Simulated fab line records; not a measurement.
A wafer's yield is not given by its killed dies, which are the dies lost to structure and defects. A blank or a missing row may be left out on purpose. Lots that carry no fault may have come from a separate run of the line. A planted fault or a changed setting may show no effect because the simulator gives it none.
3 desks looking at one fault ; flow n5_finfet ; what lay behind the numbers comes last; until then each desk has only its own

THE DEFECT DESK
Inspection counts along the route, by lot: the mean over sampled wafers that carry a number. The brackets show how far a lot's mean lies from the usual mean; more than 4 standard deviations puts the lot out of limits, marked OUT.
Columns: A = raw_defect_count at N5_BEOL_M4_INSPECT_13, usual 444
lot;first seen here;A
L508;day 7 22:22;349
L512;day 8 17:47;503
L514;day 9 11:56;765
L516;day 9 22:16;544
L526;day 12 01:05;433
L528;day 13 04:52;402
Result from this desk: across the 6 lots, nothing is out of limits.

FROM THE METROLOGY DESK
Lot by lot, what the gauges showed, no matter which tool ran the lot: averages of those sampled wafers that carry a number. The brackets show how far a lot's mean lies from the usual mean; more than 4 standard deviations puts the lot out of limits, marked OUT. Shown here are 7 of its 12 readings, the ones lying furthest out on some lot.
Columns: A = DIBL_N at N5_BEOL_M4_RC_MEAS_101, usual 36.3 mV/V; B = DIBL_P at N5_BEOL_M4_RC_MEAS_101, usual 36.2 mV/V; C = IOFF_N at N5_BEOL_M4_RC_MEAS_101, usual 0.160 nA/um; D = IOFF_P at N5_BEOL_M4_RC_MEAS_101, usual 0.211 nA/um; E = ION_N at N5_BEOL_M4_RC_MEAS_101, usual 676 uA/um; F = SS_N at N5_BEOL_M4_RC_MEAS_101, usual 71.4 mV/dec; G = VT_P at N5_BEOL_M4_RC_MEAS_101, usual -250.1 mV
lot;first seen here;A;B;C;D;E;F;G
L508;day 7 22:17;39.0;38.8;0.189;0.255;679;71.8;-247.4
L512;day 8 17:42;37.0;37.6;0.169;0.191;688;72.1;-252.8
L514;day 9 11:50;36.5;34.6;0.147;0.195;675;71.1;-248.8
L516;day 9 22:11;34.5;36.0;0.155;0.196;676;71.7;-251.8
L526;day 12 00:59;35.8;35.0;0.159;0.195;680;71.2;-254.1
L528;day 13 04:47;35.0;37.0;0.145;0.212;670;71.1;-249.5
Result from this desk: across the 6 lots, nothing is out of limits.

DESK OF THE TOOL OWNER: rie_diel-06
The tool's own readings at N5_BEOL_M4_ETCH_64 (etches SOC in N2/H2, target depth 75 nm, overetch 22.5 nm, time 121.9 s): means of the sampled wafers that have a number, for each lot that ran on this tool. The brackets show how far a lot's mean lies from the usual mean; more than 4 standard deviations puts the lot out of limits, marked OUT.
Columns: A = bias_w at N5_BEOL_M4_ETCH_64, usual 150.0 W; B = drypump_motor_current_A at N5_BEOL_M4_ETCH_64, usual 5.8 A; C = oes_product_au at N5_BEOL_M4_ETCH_64, usual 0.62 a.u.; D = rf_vpp_V at N5_BEOL_M4_ETCH_64, usual 525.0 V; E = showerhead_plenum_p_Torr at N5_BEOL_M4_ETCH_64, usual 2.59 Torr; F = throttle_valve_pct at N5_BEOL_M4_ETCH_64, usual 17.62 %
lot;first seen here;A;B;C;D;E;F
L508;day 7 22:29;150.0;5.7;0.57;521.2;2.47;17.74
L526;day 12 01:30;149.6;6.1;0.62;525.2;2.58;17.51
L528;day 13 04:59;149.9;5.9;0.49;523.7;2.52;17.67
Result from this desk: across the 3 lots, nothing is out of limits.

BROUGHT TOGETHER
No out-of-limits result turned up at the defect desk.
From the metrology desk's view, nothing was out of limits.
Nothing out of limits was seen by the tool owner's desk.

WHAT THE SIMULATOR HAD PUT IN
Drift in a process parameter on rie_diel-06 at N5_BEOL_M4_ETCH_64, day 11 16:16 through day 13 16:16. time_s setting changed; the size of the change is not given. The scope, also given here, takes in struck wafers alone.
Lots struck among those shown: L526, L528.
